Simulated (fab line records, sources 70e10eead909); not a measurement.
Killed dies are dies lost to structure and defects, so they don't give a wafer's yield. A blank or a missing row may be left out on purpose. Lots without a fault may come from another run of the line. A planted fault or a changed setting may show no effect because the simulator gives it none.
Chamber matching | flow nand_harc | NHARC_A_STAIRCASE_DEP_325 on pecvd-01: 3 sister chambers
The step deposits SiO2, target thk 7200 nm. 16 wafers are shown with their chamber, then 8 later ones without.

WAFERS WITH THEIR CHAMBER
wafer  | chamber | mfc_precursor_sccm (sccm) | heater_power_w (W)
L074.1 | 1       | 199.5                     | 645
L074.2 | 2       | 199.9                     | 671
L074.5 | 2       | 198.7                     | 610
L079.1 | 0       | 199.3                     | 719
L079.4 | 0       | 200.0                     | 599
L079.6 | 1       | 198.7                     | 605
L083.3 | 0       | 200.1                     | 692
L083.4 | 2       | 200.3                     | 605
L083.5 | 0       | 200.4                     | 590
L086.1 | 2       | 199.7                     | 674
L086.2 | 1       | 199.5                     | 609
L086.5 | 0       | 200.0                     | 592
L089.1 | 1       | 200.8                     | 728
L089.2 | 0       | 199.7                     | 661
L089.3 | 2       | 199.9                     | 725
L091.2 | 0       | 199.9                     | 661

SIGNATURES (means of the wafers above)
reading            | chamber 0 | chamber 1 | chamber 2 | scatter within a chamber
mfc_precursor_sccm | 199.914   | 199.625   | 199.700   | 0.583
heater_power_w     | 644.86    | 646.75    | 657.00    | 52.6
Rule: a wafer's distance from a chamber is the root of the sum, over the readings, of the square of ((its reading less the chamber's mean) divided by the reading's scatter). The wafer belongs to the nearest chamber; if the next one is less than 2 further off, it can't be placed. The scatter: the root of (the sum of the squares of (reading less its chamber's mean) over the shown wafers, divided by (wafers less chambers)).

WAFERS WITHOUT THEIR CHAMBER
wafer  | mfc_precursor_sccm (sccm) | heater_power_w (W)
L091.4 | 200.8                     | 598
L091.5 | 200.5                     | 596
L095.1 | 201.0                     | 703
L095.2 | 201.1                     | 744
L095.5 | 200.5                     | 585
L097.1 | 200.1                     | 648
L097.3 | 200.4                     | 624
L097.6 | 200.1                     | 586

WHICH CHAMBER EACH WENT THROUGH
wafer  | from the rows above          | in truth
L091.4 | can't be placed: 0 or 2 or 1 | 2
L091.5 | can't be placed: 0 or 1 or 2 | 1
L095.1 | can't be placed: 0 or 2 or 1 | 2
L095.2 | can't be placed: 0 or 2 or 1 | 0
L095.5 | can't be placed: 0 or 1 or 2 | 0
L097.1 | can't be placed: 0 or 2 or 1 | 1
L097.3 | can't be placed: 0 or 2 or 1 | 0
L097.6 | can't be placed: 0 or 1 or 2 | 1
Placed correctly: 0 of 8. Can't be placed from these rows: 8 (the true chamber is among the candidates in 8). Placed wrongly: 0.
